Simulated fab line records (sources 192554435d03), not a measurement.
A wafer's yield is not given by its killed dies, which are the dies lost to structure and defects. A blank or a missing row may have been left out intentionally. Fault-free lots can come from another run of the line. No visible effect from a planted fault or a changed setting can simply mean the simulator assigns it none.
Matching of chambers    flow n5Finfet    N5_BEOL_M5_VIA_ETCH_34 on rieDiel-01 has 4 sister chambers
The step etches SiCOH lowk in C4F6/O2, target depth 88.3 nm, time 39.2 s. 4 wafers are shown with their chamber, then 8 later ones without.

WAFERS, EACH WITH ITS CHAMBER
wafer   chamber  rfVppV (V)
L765.2  1        675
L772.4  0        643
L772.5  3        676
L781.2  2        678

WAFERS WITHOUT THEIR CHAMBER
wafer   rfVppV (V)
L781.4  644
L781.5  677
L780.1  644
L780.2  676
L780.4  679
L779.2  674
L779.3  644
L779.4  675

EACH ONE'S CHAMBER
wafer   from the rows above           in truth
L781.4  0                             0
L781.5  can't be placed: 2 or 3 or 1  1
L780.1  0                             0
L780.2  can't be placed: 3 or 1       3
L780.4  2                             2
L779.2  can't be placed: 1 or 3       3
L779.3  0                             0
L779.4  can't be placed: 1 or 3       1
Correctly placed: 4 of 8. Unplaceable from these rows: 4, with the true chamber sitting among the candidates in 4. Number placed wrongly: 0.
How it was worked out, from the rows above alone: a wafer's distance from a chamber is the root of the sum, over the readings, of the square of ((its reading less the chamber's mean) divided by the reading's scatter). If the next closest chamber is less than 2 further off than the closest, the wafer can't be placed; otherwise it belongs to the closest. For every chamber, the mean is computed from those of its wafers that are shown. The scatter (one wafer shown for each chamber): square how far every hidden wafer sits from the nearest shown wafer, average those squares and take the square root.
